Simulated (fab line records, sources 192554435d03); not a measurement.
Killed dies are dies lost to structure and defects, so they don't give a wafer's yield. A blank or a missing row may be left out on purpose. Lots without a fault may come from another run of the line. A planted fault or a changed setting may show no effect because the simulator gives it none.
fab line records | flow n5_finfet
record lots=7 wafers=21 last_day=18
route steps=1938 shown MOL_CONTACT_COAG@547 PASSIVATION@1936
lots that met no fault: from a run of the same line without faults
start_h: hours from the record's first day to the start of the lot's first wafer shown | wait_h: hours since the lot's step before | " the same as in the row above | L1.1+2: a row that stands for several wafers | - no value, or no start given | * or withheld: withheld | < > ~ a bound
route shown NAME@n: a module of which the file shows steps, and the number in the route of the first | usual: mean/standard deviation of fault-free wafers | same: alike in all rows | chamber/n: place in a boat | sites: the reading at each site | _std_site: their standard deviation | _edge_site: outer sites' mean less inner sites' | radius_mm: how far each site lies from the wafer's centre | mask NAME#n: copy n | behind: the tool/chamber that last shaped the wafer | hold: why the lot was held/for how many hours/how that ended | device: the transistor (n, p or np) that didn't switch | end of line: the same wafers' tests at the end of the route | a step without rows: its recipe alone | killed: dies lost to structure and defects at the first sort, not the wafer's yield | map: a wafer's dies, x killed, . not, _ none there
set.NAME: the setting as run; set.NAME@STEP: as run at that earlier step | model.NAME: the simulator's own value behind a step, which no gauge read
lots at some steps of the route; a table a step, a row a wafer
services: from which hour (start_h, from the record's first day; less than 0 if before it) a tool's chamber was out of use, for how many hours, and why
## steps
# step N5_MOL_CONTACT_COAG_SPUTTER_143
# recipe material=Co target_thk_a=25 temp_c=25 chamber_pressure_pa=0.2
# usual susceptor_temp_C=24.99/0.11 throttle_valve_pct=29.4/0.89
# columns lot.wafer tool chamber start_h wait_h susceptor_temp_C throttle_valve_pct
L203.1 pvd_sputter-01 - 107.29 0.0 24.93 29.9
L203.2 " - " " 25.04 28.9
L203.6 " - " " 24.92 28.3
L206.2 pvd_sputter-01 - 121.28 0.0 24.71 30.1
L206.5 " - " " 24.86 30.1
L206.6 " - " " 24.91 28.4
L207.1 pvd_sputter-01 - 128.31 0.0 24.95 30.1
L207.2 " - " " 24.85 28.4
L207.6 " - " " 25.08 30.1
L208.1 pvd_sputter-03 - 141.96 0.0 25.10 29.1
L208.2 " - " " 25.26 30.3
L208.3 " - " " 25.05 29.8
L210.2 pvd_sputter-01 - 148.30 0.0 25.15 28.2
L210.3 " - " " 25.09 29.8
L210.6 " - " " 24.97 30.0
L217.3 pvd_sputter-03 - 184.49 0.0 24.85 28.8
L217.5 " - " " 24.93 29.9
L217.6 " - " " 25.22 29.4
L221.1 pvd_sputter-03 - 215.42 0.0 24.91 28.8
L221.5 " - " " 24.88 29.6
L221.6 " - " " 24.93 29.8
# step N5_MOL_CONTACT_COAG_CO_FILL_22
# recipe material=Co target_thk_a=200 temp_c=200 precursor=CCTBA/H2 pressure_torr=30
# usual heater_power_w=247/29 susceptor_temp_C=199.98/0.16
# columns lot.wafer tool chamber start_h wait_h heater_power_w susceptor_temp_C
L203.1 cvd_co-02 0 107.46 0.1 253 200.06
L203.2 " 1 " " 305 199.76
L203.6 " 0 " " 257 199.85
L206.2 cvd_co-01 0 121.40 0.1 238 200.19
L206.5 " 1 " " 260 200.22
L206.6 " 2 " " 193 200.06
L207.1 cvd_co-02 2 128.43 0.1 227 200.16
L207.2 " 0 " " 253 199.84
L207.6 " 2 " " 229 200.11
L208.1 cvd_co-01 0 142.08 0.1 246 199.78
L208.2 " 2 " " 197 200.17
L208.3 " 1 " " 255 199.92
L210.2 cvd_co-01 1 148.42 0.1 255 199.82
L210.3 " 0 " " 237 199.96
L210.6 " 2 " " 198 199.85
L217.3 cvd_co-01 0 184.61 0.1 244 199.75
L217.5 " 1 " " 258 199.98
L217.6 " 2 " " 194 199.82
L221.1 cvd_co-02 0 215.54 0.1 254 200.02
L221.5 " 2 " " 226 199.89
L221.6 " 0 " " 251 199.89
# step N5_MOL_CONTACT_COAG_ANNEAL_113
# recipe temp_c=400 time_s=300 ambient=H2/N2
# usual anneal_temp_c_max=402.3/0.94 lamp_power_pct=2.86/0.18 wafer_temp_C_max=401.9/0.59
# columns lot.wafer tool chamber start_h wait_h anneal_temp_c_max lamp_power_pct wafer_temp_C_max
L203.1 rtp_anneal-02 0 108.38 0.6 401.4 3.04 401.4
L203.2 " 0 " " 401.4 3.04 402.8
L203.6 " 0 " " 401.7 3.04 402.2
L206.2 rtp_anneal-01 0 122.16 0.5 403.5 2.69 401.4
L206.5 " 0 " " 403.7 2.68 401.5
L206.6 " 0 " " 403.5 2.68 401.4
L207.1 rtp_anneal-02 0 129.34 0.6 401.3 3.04 402.2
L207.2 " 0 " " 401.4 3.04 402.5
L207.6 " 0 " " 401.2 3.04 402.9
L208.1 rtp_anneal-01 0 142.82 0.5 403.2 2.69 401.0
L208.2 " 0 " " 402.5 2.69 401.9
L208.3 " 0 " " 402.3 2.69 401.1
L210.2 rtp_anneal-01 0 149.27 0.6 402.7 2.69 401.6
L210.3 " 0 " " 403.4 2.69 401.6
L210.6 " 0 " " 403.1 2.69 401.6
L217.3 rtp_anneal-01 0 185.64 0.7 402.5 2.69 402.1
L217.5 " 0 " " 402.9 2.69 401.4
L217.6 " 0 " " 403.4 2.69 401.8
L221.1 rtp_anneal-02 0 216.16 0.3 401.5 3.04 403.2
L221.5 " 0 " " 401.2 3.04 402.6
L221.6 " 0 " " 401.8 3.05 402.4
# step N5_MOL_CONTACT_COAG_PRE_CLEAN_142
# recipe gas=H2/He time_s=60 temp_c=300
# step N5_MOL_CONTACT_COAG_SPUTTER_130
# recipe material=Co target_thk_a=475 temp_c=25 chamber_pressure_pa=0.5 power_w=3000
# step N5_MOL_CONTACT_COAG_PRECLEAN_125
# recipe chemistry=DIW time_s=57.5 temp_c=23
# step N5_MOL_CONTACT_COAG_SRD_126
# recipe dry_time_s=32 dry=n2_spin spin_rpm=1500
# step N5_MOL_CONTACT_COAG_CMP_23
# recipe stop_on=SiO2 t_overpolish_s=1.5 post_cmp_clean=cu_alkaline down_force_psi=2 platen_rpm=50.289 pad_velocity_m_s=1.0006 target_thk_nm=0
# usual motor_current_A=7.6/0.91 overpolish_run_s=1.499/0.0096 platen_rpm=50.29/0.032 time_to_endpoint_s=9.4/2.7
# same t_overpolish_s=1.5
# columns lot.wafer tool chamber start_h wait_h motor_current_A overpolish_run_s platen_rpm time_to_endpoint_s
L203.1 cmp-03 2 110.05 0.1 7.7 1.487 50.30 7.5
L203.2 " 3 " " 6.7 1.509 50.29 12.2
L203.6 " 1 " " 8.8 1.492 50.29 12.3
L206.2 cmp-03 1 128.17 0.1 8.3 1.492 50.27 9.0
L206.6 " 3 " " 7.3 1.484 50.32 7.1
L206.5 " 0 " " 7.6 1.516 50.31 9.0
L207.1 cmp-03 2 130.64 0.1 8.2 1.505 50.27 6.2
L207.2 " 3 " " 7.5 1.488 50.26 8.6
L207.6 " 0 " " 7.5 1.492 50.27 10.5
L208.2 cmp-02 3 147.56 0.0 8.5 1.501 50.29 10.1
L208.3 " 0 " " 8.0 1.510 50.31 8.5
L208.1 " 1 " " 7.4 1.492 50.34 6.1
L210.2 cmp-04 3 151.47 0.1 6.3 1.515 50.29 10.7
L210.3 " 1 " " 7.6 1.497 50.28 3.6
L210.6 " 3 " " 6.6 1.481 50.26 9.6
L217.3 cmp-02 2 187.91 0.2 5.6 1.506 50.33 4.3
L217.6 " 1 " " 7.0 1.502 50.34 4.3
L217.5 " 2 " " 5.6 1.500 50.30 7.7
L221.1 cmp-03 1 218.48 0.0 8.0 1.495 50.30 12.0
L221.5 " 1 " " 8.5 1.507 50.25 9.8
L221.6 " 2 " " 8.1 1.487 50.25 6.5
# step N5_MOL_CONTACT_COAG_WET_ETCH_26
# recipe target=Co target_depth_nm=13
# step N5_MOL_CONTACT_COAG_WET_ETCH_116
# recipe chemistry=SC1-inhibited target_depth_nm=4.6 dry=ipa_marangoni rinse_time_s=30 rinse_temp_c=23
# step N5_MOL_CONTACT_COAG_ALD_27
# recipe material=SiOC target_thk_a=170 temp_c=400 ald_precursor_family=carbosiloxane ald_co_reactant=H2-plasma pulse_time_s=1.5 time_s=2720 purge_time_s=2 co_reactant_purge_time_s=2 ald_cycles=340 pressure_torr=2
# usual ald_cycles=340/0 heater_power_w=809/48 precursor_pulse_height_rel=1.001/0.021 run_length_s=2769.6/0.48 susceptor_temp_C=400.00/0.25 time_s=2720/0
# columns lot.wafer tool chamber start_h wait_h ald_cycles heater_power_w precursor_pulse_height_rel run_length_s susceptor_temp_C time_s model.SiOC_of_MOL_CONTACT_COAG_ALD_27.thk_nm
L203.1 ald_sin-01 1 110.87 0.0 340 732 0.973 2768.9 400.04 2720 17.2
L203.2 " 3 " " 340 781 0.995 2769.3 399.79 2720 17.2
L203.6 " 1 " " 340 722 1.027 2768.7 399.59 2720 17.2
L206.2 ald_sin-03 2 129.36 0.0 340 891 0.960 2770.4 399.90 2720 17
L206.5 " 1 " " 340 830 1.033 2770.5 400.20 2720 16.8
L206.6 " 0 " " 340 768 0.954 2769.9 399.98 2720 16.8
L207.1 ald_sin-03 1 133.10 1.7 530 822 0.973 4290.1 399.66 4240 26.4
L207.2 " 3 " " 340 832 1.007 2769.2 399.93 2720 17
L207.6 " 2 " " 340 879 1.038 2769.9 399.81 2720 17
L208.1 ald_sin-03 0 148.47 0.0 530 773 0.982 4289.7 400.40 4240 26.4
L208.2 " 2 " " 340 896 0.997 2770.4 400.41 2720 16.8
L208.3 " 3 " " 530 853 0.990 4289.2 400.26 4240 26.4
L210.2 ald_sin-03 1 152.34 0.1 340 830 1.025 2770.1 400.00 2720 17
L210.3 " 0 " " 530 773 1.025 4289.7 399.99 4240 26.4
L210.6 " 3 " " 340 848 0.998 2769.2 399.94 2720 17
L217.3 ald_sin-04 1 189.60 0.9 340 804 1.025 2770.3 399.76 2720 17
L217.5 " 0 " " 340 746 1.014 2769.3 400.02 2720 16.8
L217.6 " 1 " " 340 803 0.989 2770.1 399.88 2720 17
L221.1 ald_sin-04 0 220.12 0.9 340 755 0.984 2769.4 400.05 2720 17
L221.5 " 1 " " 340 794 1.032 2770.1 400.12 2720 17
L221.6 " 0 " " 340 755 1.031 2769.6 399.43 2720 17
# step N5_MOL_CONTACT_COAG_CMP_28
# recipe stop_on=SiNx t_overpolish_s=0.85 post_cmp_clean=alkaline_brush down_force_psi=4.15 platen_rpm=51.8 pad_velocity_m_s=1.0307 target_thk_nm=14.522
# usual motor_current_A=11.6/1.4 platen_rpm=51.80/0.034
# columns lot.wafer tool chamber start_h wait_h motor_current_A platen_rpm
L203.2 cmp-04 2 112.44 0.8 14.3 51.80
L203.1 " 3 " " 10.0 51.78
L203.6 " 3 " " 9.8 51.80
L206.2 cmp-02 1 130.96 0.8 11.1 51.78
L206.6 " 0 " " 12.0 51.87
L206.5 " 1 " " 11.1 51.84
L207.2 cmp-03 2 134.70 0.8 12.0 51.79
L207.1 " 3 " " 11.0 51.77
L207.6 " 1 " " 12.5 51.81
L208.2 cmp-02 0 150.03 0.8 11.9 51.78
L208.3 " 1 " " 11.0 51.84
L208.1 " 3 " " 13.9 51.78
L210.2 cmp-04 0 153.95 0.8 11.1 51.77
L210.3 " 1 " " 10.9 51.80
L210.6 " 3 " " 10.2 51.74
L217.3 cmp-02 3 191.35 1.0 14.3 51.80
L217.6 " 2 " " 9.7 51.80
L217.5 " 3 " " 13.0 51.78
L221.1 cmp-03 0 221.76 0.9 11.8 51.85
L221.5 " 2 " " 12.3 51.84
L221.6 " 3 " " 11.0 51.80
# step N5_PASSIVATION_PROBE_49
# usual killed_at_M0_to_M3=33/11 killed_at_M4_up=15/6.2 killed_at_contacts=13/6.5 killed_at_front_end=38/11 killed_at_other=3.4/2.6 killed_dies=102/17 killed_open=67/12 killed_short=34/7.9
# same gross_dies=1180 killed_at_back_side=0
# columns lot.wafer tool chamber start_h wait_h killed_at_M0_to_M3 killed_at_M4_up killed_at_contacts killed_at_front_end killed_at_other killed_dies killed_open killed_short
L206.2 prober-01 - 304.41 0.1 34 16 7 30 2 89 56 28
L206.5 prober-01 - 304.56 0.2 36 6 5 33 4 84 52 30
L206.6 prober-01 - 304.61 0.3 34 14 11 40 3 102 81 20
# killed by level:class
L206.2 BEOL_M3:geometric_particle:open=13 BEOL_M2:geometric_particle:open=8 MOL_CONTACT_COAG:geometric_particle:open=7 STI_FIN_REVEAL:geometric_particle:open=6 GATE_CUT:geometric_particle:short=6 DUMMY_GATE:geometric_particle:open=5 BEOL_M0_SAQP:geometric_particle:open=4 DUMMY_GATE:geometric_particle:short=3
L206.5 BEOL_M0_SAQP:geometric_particle:open=14 BEOL_M0_SAQP:geometric_particle:short=13 DUMMY_GATE:geometric_particle:open=8 STI_FIN_REVEAL:geometric_particle:open=7 STARTING-WAFER:geometric_particle:short=6 GATE_CUT:geometric_particle:short=5 MOL_CONTACT_COAG:geometric_particle:open=4 BEOL_M3:geometric_particle:open=4
L206.6 STI_FIN_REVEAL:geometric_particle:open=14 MOL_CONTACT_COAG:geometric_particle:open=10 BEOL_M0_SAQP:geometric_particle:open=8 DUMMY_GATE:geometric_particle:open=7 BEOL_M0_SAQP:geometric_particle:short=6 BEOL_M0:geometric_particle:open=6 BEOL_M2:geometric_particle:open=5 BEOL_M3:geometric_particle:open=5
## services
# columns tool chamber start_h hours kind
cmp-02 - 84.45 4.4 repair
cmp-03 - 93.65 5.6 pm
pvd_sputter-03 - 95.98 4.5 repair
ald_sin-03 - 96.05 0.8 pm
cvd_co-02 2 102.27 15.9 repair
cvd_co-02 1 110.90 16.5 repair
pvd_sputter-03 - 120.94 3.7 repair
ald_sin-01 - 121.04 14.6 pm
pvd_sputter-01 - 121.58 6.0 repair
cvd_co-02 1 127.53 - clean
cvd_co-02 1 127.53 22.0 scheduled_down
cvd_co-02 1 127.53 22.0 vent_cycle
pvd_sputter-01 - 130.92 7.7 repair
cmp-04 - 160.49 4.0 pm
ald_sin-01 - 177.59 14.0 pm
ald_sin-01 0 177.59 14.0 vent_cycle
ald_sin-01 1 177.59 14.0 vent_cycle
ald_sin-01 2 177.59 14.0 vent_cycle
ald_sin-01 3 177.59 14.0 vent_cycle
cvd_co-02 2 184.98 28.7 repair
ald_sin-03 - 197.62 0.7 repair
cmp-04 - 206.74 4.0 pm
cmp-04 - 210.74 - consumable_replace:conditioner
cmp-04 - 210.74 - consumable_replace:pad
## key
first_sign step=N5_MOL_CONTACT_COAG_ALD_27 reading=ald_cycles direction=up sigmas=99+ usual=* struck=*
effect step=N5_MOL_CONTACT_COAG_ALD_27 reading=time_s direction=up sigmas=99+ usual=* struck=*
model_effect step=N5_MOL_CONTACT_COAG_ALD_27 value=SiOC_of_MOL_CONTACT_COAG_ALD_27.thk_nm without=16.95 struck=26.4
met_at N5_MOL_CONTACT_COAG_ALD_27
struck_wafers L207.1,L208.1,L208.3,L210.3
tester_left_out L207,L208,L210
onset_between 129.36 133.10
fault kind=process_parameter_drift tool=ald_sin-03 chamber=- onset_h=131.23 steps=N5_MOL_CONTACT_COAG_ALD_27 channel=ald_cycles offset=* shape=step end_h=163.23 scope=struck_wafers_only acts_in=* stated=*
# tester_left_out: of these lots the tester's yield and bins aren't shown, on N5 and GAA mostly nor the transistor test; their killed dies are dies lost to structure and defects alone, not to doping, threshold or leakage, so they don't give the yield
